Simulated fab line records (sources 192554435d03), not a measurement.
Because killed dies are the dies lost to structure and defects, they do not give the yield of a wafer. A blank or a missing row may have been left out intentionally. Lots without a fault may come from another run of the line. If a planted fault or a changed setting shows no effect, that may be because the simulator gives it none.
fab line records	flow n5Finfet
[record] lots = 11	wafers = 32	lastDay = 18
route steps=1938 shown BEOL_M2@901 PAD_METAL@1895 PASSIVATION@1909
lots that met no fault: taken from a fault-free run of the same line
startH: the number of hours between the record's first day and the start of the first shown wafer of the lot	waitH: hours from the lot's prior step to this one	" the same as in the row above	L1.1+2: a single row standing in for several wafers	- either no value or no given start	* or withheld: withheld	< > ~ a bound
route shown NAME@n: NAME is a module with steps in the file, n the number in the route of the first one	usual: the fault-free wafers' mean and standard deviation	same: alike in all rows	chamber/n: place in a boat	sites: the reading at each site	_std_site: standard deviation across them	_edge_site: outer sites' mean less inner sites'	radiusMm: for every site, how far away it sits from the centre of the wafer	mask NAME#n: copy n	behind: tool/chamber where the wafer was last shaped	hold: what put the lot on hold/how long, in hours/how the hold closed	device: whichever transistor did not switch (one of n, p or np)	end of line: the same wafers' tests at the end of the route	a step without rows: its recipe alone	killed: count of dies lost to structure and defects at first sort (not the wafer's yield)	map: shows each die of a wafer: x if killed, . if not, _ if none is there
set.NAME: the setting that was run; set.NAME@STEP: the one run at that earlier step	model.NAME: the simulator's own value behind a step, which no gauge read
route steps across a sampled set of lots; one table per step, one row per wafer
services: when a tool's chamber went out of use (startH, in hours from the record's first day, below 0 if earlier), for how many hours, and the reason
[[steps]]
[step N5_BEOL_M2_ALD_84]
[recipe] material = TaN	targetThkA = *	tempC = 275	aldPrecursorFamily = PDMAT	aldCoReactant = NH3	pressureTorr = 3	carrierFlowSccm = 1500	pulseTimeS = 2	purgeTimeS = 3	coReactantPurgeTimeS = 2	coReactantPulseTimeS = 3	aldCycles = 30	precursorVesselTempC = 75	precursorVesselPressureTorr = 26.25	precursorVesselCarrierSccm = 1000
[usual] heaterPowerOuterW = 236/30	heaterPowerW = 423/41
lot.wafer	tool	chamber	startH	waitH	heaterPowerOuterW	heaterPowerW
L524.2	aldMetal-03	3	146.92	0.1	236	404
L524.3	"	1	"	"	216	393
L524.4	"	2	"	"	200	403
L525.2	aldMetal-03	0	163.69	0.1	257	457
L525.3	"	3	"	"	226	415
L525.6	"	1	"	"	219	397
L527.1	aldMetal-03	3	172.46	0.1	237	416
L527.2	"	2	"	"	200	389
L527.4	"	0	"	"	261	462
L528.1	aldMetal-02	0	177.28	0.0	225	405
L528.4	"	3	"	"	308	521
L528.5	"	2	"	"	221	390
L529.2	aldMetal-03	2	180.02	0.1	200	408
L529.4	"	3	"	"	233	412
L529.5	"	0	"	"	256	456
L531.2	aldMetal-03	3	198.28	0.1	230	408
L531.3	"	2	"	"	196	395
L531.6	"	1	"	"	217	388
L532.3	aldMetal-03	2	224.50	0.0	202	403
L532.4	"	1	"	"	215	388
L532.5	"	0	"	"	264	465
L535.1	aldMetal-03	1	224.71	0.2	215	393
L535.5	"	1	"	"	214	390
L534.3	aldMetal-04	3	230.46	0.0	223	397
L534.5	"	3	"	"	220	405
L534.6	"	1	"	"	258	470
L538.1	aldMetal-03	1	243.01	0.0	220	387
L538.2	"	0	"	"	263	464
L538.4	"	3	"	"	230	406
L542.1	aldMetal-04	2	269.32	0.1	247	419
L542.4	"	3	"	"	224	396
L542.6	"	1	"	"	261	474
[step N5_PASSIVATION_SPUTTER_20]
[recipe] material = TaN	targetThkA = 500	tempC = 25	chamberPressurePa = 0.4
[usual] throttleValvePct = 29.9/1.1
lot.wafer	tool	chamber	startH	waitH	throttleValvePct
L524.2	pvdSputter-01	-	274.94	0.0	30.5
L524.3	"	-	"	"	30.2
L524.4	"	-	"	"	30.8
L525.2	pvdSputter-03	-	285.48	0.0	29.1
L525.3	"	-	"	"	29.1
L525.6	"	-	"	"	28.9
L528.1	pvdSputter-01	-	308.67	0.0	30.3
L528.4	"	-	"	"	27.8
L528.5	"	-	"	"	30.2
L527.1	pvdSputter-03	-	310.81	0.0	28.8
L527.2	"	-	"	"	30.6
L527.4	"	-	"	"	29.7
L529.2	pvdSputter-01	-	311.13	0.0	27.9
L529.4	"	-	"	"	30.2
L529.5	"	-	"	"	31.1
L531.2	pvdSputter-01	-	326.59	0.0	30.9
L531.3	"	-	"	"	30.4
L531.6	"	-	"	"	30.7
L534.3	pvdSputter-03	-	356.59	0.0	28.6
L534.5	"	-	"	"	29.3
L534.6	"	-	"	"	30.7
L535.1	pvdSputter-02	-	358.91	0.0	31.6
L535.5	"	-	"	"	30.4
L532.3	pvdSputter-03	-	359.47	0.0	29.0
L532.4	"	-	"	"	28.4
L532.5	"	-	"	"	28.9
L538.1	pvdSputter-01	-	374.19	0.0	27.8
L538.2	"	-	"	"	30.5
L538.4	"	-	"	"	30.3
L542.1	pvdSputter-02	-	424.52	0.0	31.4
L542.4	"	-	"	"	30.6
L542.6	"	-	"	"	31.4
[step N5_PASSIVATION_AL_ETCH_33]
[recipe] chemistry = Cl2/BCl3	targetDepthA = 28000	overEtchFrac = 0.15	Cl2_flow_sccm = 180	bcl3FlowSccm = 60	target = Al	stopOn = TaN	timeS = 466.7	ionEnergyEv = 100	pressureMtorr = 10	icpW = 900	biasW = 100
[usual] drypumpMotorCurrentA = 5.92/0.2	oesProductAu = 0.72/0.07	throttleValvePct = 34.07/0.26
lot.wafer	tool	chamber	startH	waitH	drypumpMotorCurrentA	oesProductAu	rfHoursCounterH	throttleValvePct
L524.2	rieMetal-03	0	275.95	0.2	6.01	0.80	8	34.40
L524.3	"	1	"	"	5.77	0.74	-	33.73
L524.4	"	0	"	"	6.02	0.81	-	34.36
L525.2	rieMetal-01	0	286.35	0.1	5.85	0.84	3	33.75
L525.3	"	0	"	"	5.84	0.84	-	33.76
L525.6	"	0	"	"	5.83	0.84	-	33.76
L528.1	rieMetal-01	0	309.54	0.1	5.82	0.82	6	33.77
L528.4	"	1	"	"	6.20	0.60	-	34.27
L528.5	"	0	"	"	5.79	0.82	-	33.77
L527.1	rieMetal-03	0	311.70	0.1	5.98	0.80	12	34.39
L527.2	"	1	"	"	5.75	0.73	30	33.72
L527.4	"	1	"	"	5.74	0.74	-	33.74
L529.2	rieMetal-02	1	311.90	0.1	6.18	0.67	62	33.98
L529.4	"	1	"	"	6.17	0.65	-	34.02
L529.5	"	1	"	"	6.15	0.65	-	34.00
L531.2	rieMetal-02	1	327.46	0.1	6.21	0.64	64	34.05
L531.3	"	0	"	"	5.70	0.70	-	34.31
L531.6	"	1	"	"	6.14	0.64	-	34.04
L534.3	rieMetal-02	0	357.52	0.2	5.66	0.71	-	34.27
L534.5	"	0	"	"	5.64	0.70	-	34.26
L534.6	"	1	"	"	6.15	0.65	-	33.98
L535.1	rieMetal-03	0	359.75	0.1	6.03	0.78	15	34.37
L535.5	"	0	"	"	5.98	0.79	-	34.36
L532.3	rieMetal-01	0	360.47	0.2	5.81	0.80	-	33.76
L532.4	"	1	"	"	6.23	0.58	-	34.29
L532.5	"	0	"	"	5.80	0.81	-	33.76
L538.1	rieMetal-01	1	375.06	0.1	6.23	0.60	103	34.27
L538.2	"	0	"	"	5.84	0.79	12	33.78
L538.4	"	1	"	"	6.24	0.58	-	34.33
L542.1	rieMetal-03	1	425.27	0.1	5.76	0.72	40	33.73
L542.4	"	1	"	"	5.78	0.71	-	33.73
L542.6	"	0	"	"	6.03	0.76	-	34.39
[step N5_PASSIVATION_PECVD_35]
[recipe] material = SiNx	targetThkA = 7000	tempC = 400	precursor = SiH4/NH3/N2	pressureTorr = 4.9	rfW = 1406	timeS = 151.3
[usual] heaterPowerOuterW = 189/60	heaterPowerW = 407/93	showerheadPlenumPTorr = 8.69/0.06	throttleValvePct = 28.9/2.1
lot.wafer	tool	chamber	startH	waitH	heaterPowerOuterW	heaterPowerW	showerheadPlenumPTorr	throttleValvePct
L524.2	pecvd-03	2	277.21	0.1	200	391	8.67	26.1
L524.3	"	0	"	"	120	251	8.74	33.0
L524.4	"	2	"	"	229	428	8.70	26.4
L525.2	pecvd-03	2	287.55	0.1	170	355	8.71	26.4
L525.3	"	0	"	"	140	289	8.75	32.8
L525.6	"	1	"	"	146	358	8.66	27.9
L528.1	pecvd-04	2	310.67	0.1	246	567	8.76	27.9
L528.4	"	2	"	"	268	594	8.77	27.7
L528.5	"	1	"	"	347	558	8.74	28.3
L527.1	pecvd-04	2	312.83	0.1	236	545	8.76	27.6
L527.2	"	0	"	"	179	427	8.65	28.7
L527.4	"	2	"	"	272	603	8.78	27.9
L529.2	pecvd-03	1	313.06	0.1	268	524	8.67	27.8
L529.4	"	0	"	"	154	299	8.72	33.1
L529.5	"	2	"	"	243	447	8.67	26.2
L531.2	pecvd-03	1	328.74	0.1	188	431	8.67	28.0
L531.3	"	2	"	"	248	451	8.68	26.3
L531.6	"	2	"	"	261	472	8.68	26.0
L534.3	pecvd-03	1	358.54	0.1	221	465	8.68	28.0
L534.5	"	1	"	"	236	497	8.67	28.0
L534.6	"	0	"	"	217	379	8.75	32.9
L535.1	pecvd-03	1	360.89	0.1	259	521	8.67	27.7
L535.5	"	1	"	"	145	357	8.66	27.9
L532.3	pecvd-01	0	361.47	0.1	114	289	8.67	31.1
L532.4	"	1	"	"	120	309	8.59	29.4
L532.5	"	2	"	"	171	433	8.59	27.6
L538.1	pecvd-03	2	376.19	0.1	260	460	8.70	26.5
L538.2	"	0	"	"	131	261	8.74	32.9
L538.4	"	2	"	"	147	329	8.68	26.2
L542.1	pecvd-01	1	426.40	0.1	143	340	8.58	29.5
L542.4	"	1	"	"	161	378	8.58	29.7
L542.6	"	2	"	"	193	447	8.58	27.5
[step N5_PASSIVATION_PROBE_49]
[usual] defectLimitedYield = 91.3/1.4	killed_at_M0_to_M3 = 34/9.2	killed_at_M4_up = 13/5.3	killedAtContacts = 12/6	killedAtFrontEnd = 39/12	killedAtOther = 4/3.3	killedDies = 102/17	killedOnRim = 13/3.9	killedOpen = 67/12	killedShort = 34/7.4	sort_bin_5_function = 5.1/1	sort_bin_6_memory = 3.2/0.6	sortNPass = 1078/17	sortYieldPct = 91.3/1.4
[same] grossDies = 1180	killedAtBackSide = 0	sort_bin_4_leakage[%] = 0	sort_bin_8_speed[%] = 0
lot.wafer	tool	chamber	startH	waitH	defectLimitedYield[%]	killed_at_M0_to_M3	killed_at_M4_up	killedAtContacts	killedAtFrontEnd	killedAtOther	killedDies	killedOnRim	killedOpen	killedShort	sort_bin_5_function[%]	sort_bin_6_memory[%]	sortNPass	sortYieldPct[%]
L535.1	prober-02	-	364.49	0.0	87.2	78	15	18	40	0	151	35	61	39	7.7	4.1	1029	87.2
L535.5	prober-02	-	364.69	0.2	88.2	92	15	4	23	5	139	28	56	27	7.2	3.2	1041	88.2
L532.3	prober-01	-	365.16	0.1	89.6	46	8	17	52	0	123	18	88	34	6.6	3.6	1057	89.6
L532.4	prober-01	-	365.21	0.2	84.4	117	13	8	40	6	184	36	78	35	8.6	4.4	996	84.4
L532.5	prober-01	-	365.26	0.2	90.9	39	12	14	41	1	107	10	62	40	4.7	3.8	1073	90.9
L538.1	prober-02	-	380.76	0.0	85.9	100	9	7	46	4	166	31	60	37	8.6	3.6	1014	85.9
L538.2	prober-02	-	380.81	0.1	89.7	36	27	9	47	2	121	16	72	47	5.8	3.9	1059	89.7
L538.4	prober-02	-	380.91	0.2	92.3	47	6	14	24	0	91	13	62	29	4.6	2.9	1089	92.3
// killed by level:class
L535.1 BEOL_M2:unspecified=51 MOL_CONTACT_COAG:geometricParticle:open=15 FIN_SAQP:geometricParticle:short=11 BEOL_M0_SAQP:geometricParticle:short=11 FIN_SAQP:geometricParticle:open=10 BEOL_M0_SAQP:geometricParticle:open=8 STI_FIN_REVEAL:geometricParticle:open=6 BEOL_M4:geometricParticle:open=5
L535.5 BEOL_M2:unspecified=54 BEOL_M1:geometricParticle:open=12 FIN_SAQP:geometricParticle:open=10 FIN_SAQP:geometricParticle:short=8 BEOL_M0_SAQP:geometricParticle:open=8 BEOL_M4:geometricParticle:open=7 BEOL_M0_SAQP:geometricParticle:short=6 BEOL_M3:geometricParticle:open=5
L532.3 FIN_SAQP:geometricParticle:open=17 MOL_CONTACT_COAG:geometricParticle:open=16 BEOL_M2:geometricParticle:open=15 FIN_SAQP:geometricParticle:short=14 BEOL_M1:geometricParticle:open=13 BEOL_M3:geometricParticle:open=5 ILD0:geometricParticle:short=4 BEOL_M0_SAQP:geometricParticle:short=4
L532.4 BEOL_M2:unspecified=65 BEOL_M2:geometricParticle:open=15 BEOL_M3:geometricParticle:open=12 STI_FIN_REVEAL:geometricParticle:open=7 FIN_SAQP:geometricParticle:open=6 MOL_CONTACT_COAG:geometricParticle:open=6 BEOL_M0_SAQP:geometricParticle:short=6 HKMG_FIN:areaEtch=6
L532.5 MOL_CONTACT_COAG:geometricParticle:open=13 FIN_SAQP:geometricParticle:short=12 BEOL_M0_SAQP:geometricParticle:open=8 BEOL_M0_SAQP:geometricParticle:short=7 BEOL_M2:geometricParticle:open=6 ILD0:geometricParticle:open=6 FIN_SAQP:geometricParticle:open=5 BEOL_M3:geometricParticle:open=5
L538.1 BEOL_M2:unspecified=66 FIN_SAQP:geometricParticle:open=14 FIN_SAQP:geometricParticle:short=10 BEOL_M3:geometricParticle:open=8 DUMMY_GATE:geometricParticle:open=7 MOL_CONTACT_COAG:geometricParticle:open=6 BEOL_M0_SAQP:geometricParticle:open=5 BEOL_M0_SAQP:geometricParticle:short=4
L538.2 BEOL_M4:geometricParticle:open=14 FIN_SAQP:geometricParticle:open=13 BEOL_M0_SAQP:geometricParticle:short=10 FIN_SAQP:geometricParticle:short=9 BEOL_M0_SAQP:geometricParticle:open=8 BEOL_M1:geometricParticle:open=6 BEOL_M1:geometricParticle:short=6 BEOL_M4:geometricParticle:short=6
L538.4 BEOL_M1:geometricParticle:short=15 MOL_CONTACT_COAG:geometricParticle:open=12 BEOL_M2:geometricParticle:open=12 BEOL_M3:geometricParticle:open=9 STI_FIN_REVEAL:geometricParticle:open=6 DUMMY_GATE:geometricParticle:open=6 BEOL_M0:geometricParticle:open=5 FIN_SAQP:geometricParticle:open=4
[[services]]
tool	chamber	startH	hours	kind
aldMetal-02	1	130.76	12.6	repair
pecvd-03	-	136.01	2.8	pm
rieMetal-03	0	148.73	3.7	repair
pecvd-01	1	164.35	20.2	repair
pecvd-04	0	181.95	2.0	repair
pvdSputter-01	-	182.92	8.3	repair
pecvd-04	-	188.59	2.2	repair
rieMetal-01	-	195.37	0.8	repair
pecvd-04	-	205.00	0.8	repair
aldMetal-04	0	208.00	24.3	repair
pecvd-04	-	269.27	1.5	repair
rieMetal-02	-	273.07	1.4	pm
rieMetal-02	-	275.43	20.2	repair
pecvd-01	1	284.69	6.8	repair
pecvd-01	-	286.81	3.3	repair
rieMetal-02	1	303.36	2.4	repair
aldMetal-03	0	306.08	26.6	repair
aldMetal-03	-	327.47	2.3	repair
aldMetal-04	1	363.04	4.1	repair
pecvd-04	1	364.40	29.3	repair
aldMetal-03	-	368.48	6.0	pm
aldMetal-02	-	374.63	8.7	pm
pecvd-01	-	408.68	6.0	pm
pvdSputter-01	-	408.88	1.5	repair
[[key]]
[firstSign] step = N5_PASSIVATION_PROBE_49	reading = killed_at_M0_to_M3	direction = up	sigmas = 6.8	usual = 34	struck = 97
[effect] step = N5_PASSIVATION_PROBE_49	reading = killedDies	direction = up	sigmas = 3.4	usual = 102	struck = 160
[moreKillsBornAt] N5_BEOL_M2_ALD_84@aldMetal-03 = 236
metAt N5_BEOL_M2_ALD_84
struckLots L532,L535,L538
struckWafers L532.4,L535.1,L535.5,L538.1
notActingAt N5_PASSIVATION_SPUTTER_20,N5_PASSIVATION_AL_ETCH_33,N5_PASSIVATION_PECVD_35
[fault] kind = chamberParticleSource	tool = aldMetal-03	chamber = 1	onsetH = 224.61	steps = N5_BEOL_M2_ALD_84	ratePerVisitCm2 = 0.70578
